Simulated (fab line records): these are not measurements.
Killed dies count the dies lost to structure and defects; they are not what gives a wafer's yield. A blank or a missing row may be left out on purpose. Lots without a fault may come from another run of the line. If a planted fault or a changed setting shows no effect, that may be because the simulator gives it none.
Shared-tool check | flow n5-finfet | 8 lots, 24 wafers sampled

## WHY IT WAS OPENED
Flagged at N5_DUMMY_GATE_INSPECT_27: reading raw-defect-count, on 2 of 8 lots. Fault-free wafers read 319, with a standard deviation of 84.
Rule: flag the lot when none of its wafers has a number, or when each of its wafers that has one lies beyond 4 standard deviations from that mean. As for the other lots, they are considered sound.

lot  | measured    | on                | raw-defect-count, wafer by wafer | flag
L906 | day 3 11:29 | defect-inspect-02 | 392 316 298                      |
L907 | day 3 16:58 | defect-inspect-01 | 401 462 286                      |
L908 | day 3 23:16 | defect-inspect-01 | 1472 1362 1285                   | FLAGGED
L909 | day 4 04:56 | defect-inspect-01 | 300 204 354                      |
L912 | day 4 21:53 | defect-inspect-01 | 1287 1344 1289                   | FLAGGED
L922 | day 7 04:38 | defect-inspect-01 | 187 183 303                      |
L924 | day 7 17:08 | defect-inspect-02 | 281 282 227                      |
L925 | day 8 01:11 | defect-inspect-02 | 425 472 449                      |
The numbers of the flagged lots are 1340 on average: +1021 against the usual, or +12 standard deviations.

## WHICH TOOL EACH LOT WENT THROUGH
3 process steps preceding the reading are held in the record, out of 1938 steps in the route. Read each cell as the tool, then ch plus the chambers that the sampled wafers visited, then the start.
lot  | flag    | N5_DUMMY_GATE_ETCH_29             | N5_DUMMY_GATE_STRIP_41            | N5_DUMMY_GATE_ETCH_23
L906 |         | rie-diel-05 ch 1,2,3, day 3 09:48 | rie-diel-04 ch 0,1,2, day 3 10:38 | rie-si-02 ch 0,1,2, day 3 10:52
L907 |         | rie-diel-04 ch 0,1,2, day 3 15:28 | rie-diel-04 ch 0,1,3, day 3 16:08 | rie-si-01 ch 0,1,3, day 3 16:22
L908 | FLAGGED | rie-diel-04 ch 1,2,3, day 3 22:10 | rie-diel-06 ch 0,1,2, day 3 22:34 | rie-si-02 ch 0,1,3, day 3 22:49
L909 |         | rie-diel-05 ch 0,1,2, day 4 03:50 | rie-diel-06 ch 0,3, day 4 04:14   | rie-si-04 ch 0,2, day 4 04:29
L912 | FLAGGED | rie-diel-04 ch 1,2,3, day 4 20:43 | rie-diel-06 ch 0,3, day 4 21:08   | rie-si-04 ch 1,2,3, day 4 21:22
L922 |         | rie-diel-04 ch 0,1,3, day 7 03:32 | rie-diel-05 ch 2,3, day 7 03:56   | rie-si-01 ch 0,1, day 7 04:11
L924 |         | rie-diel-05 ch 0,1,2, day 7 16:03 | rie-diel-06 ch 0,1,3, day 7 16:27 | rie-si-04 ch 0,1,2, day 7 16:41
L925 |         | rie-diel-05 ch 0,2,3, day 7 23:58 | rie-diel-06 ch 0,3, day 8 00:23   | rie-si-01 ch 1,2,3, day 8 00:37
What is done by these steps:
- N5_DUMMY_GATE_ETCH_29: etches underlayer in N2/H2, target depth 13 nm.
- N5_DUMMY_GATE_STRIP_41: strips in O2.
- N5_DUMMY_GATE_ETCH_23: etches poly-Si in HBr/Cl2/O2, target depth 41 nm, time 22.3 s.
- N5_DUMMY_GATE_INSPECT_27: inspects for defects (brightfield).

## FLAGGED OVER TOTAL, TOOL BY TOOL (the gauges that took the reading come last)
step                     | tool              | lots run | flagged | share of the flagged lots | sound lots run after its first flagged lot
N5_DUMMY_GATE_ETCH_29    | rie-diel-04       | 4        | 2       | all                       | 1 (L922)
N5_DUMMY_GATE_ETCH_29    | rie-diel-05       | 4        | 0       | none                      | -
N5_DUMMY_GATE_STRIP_41   | rie-diel-04       | 2        | 0       | none                      | -
N5_DUMMY_GATE_STRIP_41   | rie-diel-05       | 1        | 0       | none                      | -
N5_DUMMY_GATE_STRIP_41   | rie-diel-06       | 5        | 2       | all                       | 3 (L909,L924,L925)
N5_DUMMY_GATE_ETCH_23    | rie-si-01         | 3        | 0       | none                      | -
N5_DUMMY_GATE_ETCH_23    | rie-si-02         | 2        | 1       | some                      | 0
N5_DUMMY_GATE_ETCH_23    | rie-si-04         | 3        | 1       | some                      | 1 (L924)
N5_DUMMY_GATE_INSPECT_27 | defect-inspect-01 | 5        | 2       | all                       | 2 (L909,L922)
N5_DUMMY_GATE_INSPECT_27 | defect-inspect-02 | 3        | 0       | none                      | -

## THE TABLE: WHAT IT ALLOWS
In the table, 3 rows ran each flagged lot (rie-diel-04 at N5_DUMMY_GATE_ETCH_29; rie-diel-06 at N5_DUMMY_GATE_STRIP_41; defect-inspect-01 at N5_DUMMY_GATE_INSPECT_27).
- rie-diel-04 at N5_DUMMY_GATE_ETCH_29: 2 of its 4 lots flagged. After the first flagged lot (L922), sound lots still ran on it; a lasting fault on the whole tool would not permit that.
- rie-diel-06 at N5_DUMMY_GATE_STRIP_41: 2 of its 5 lots flagged. After the first flagged lot (L909, L924, L925), sound lots still ran on it; a lasting fault on the whole tool would not permit that.
- defect-inspect-01 at N5_DUMMY_GATE_INSPECT_27: 2 of its 5 lots flagged. After the first flagged lot (L909, L922), sound lots still ran on it; a lasting fault on the whole tool would not permit that.
Not one row of the table ran every flagged lot while running no sound lot after the first.

## WHAT THE SIMULATOR PUT IN
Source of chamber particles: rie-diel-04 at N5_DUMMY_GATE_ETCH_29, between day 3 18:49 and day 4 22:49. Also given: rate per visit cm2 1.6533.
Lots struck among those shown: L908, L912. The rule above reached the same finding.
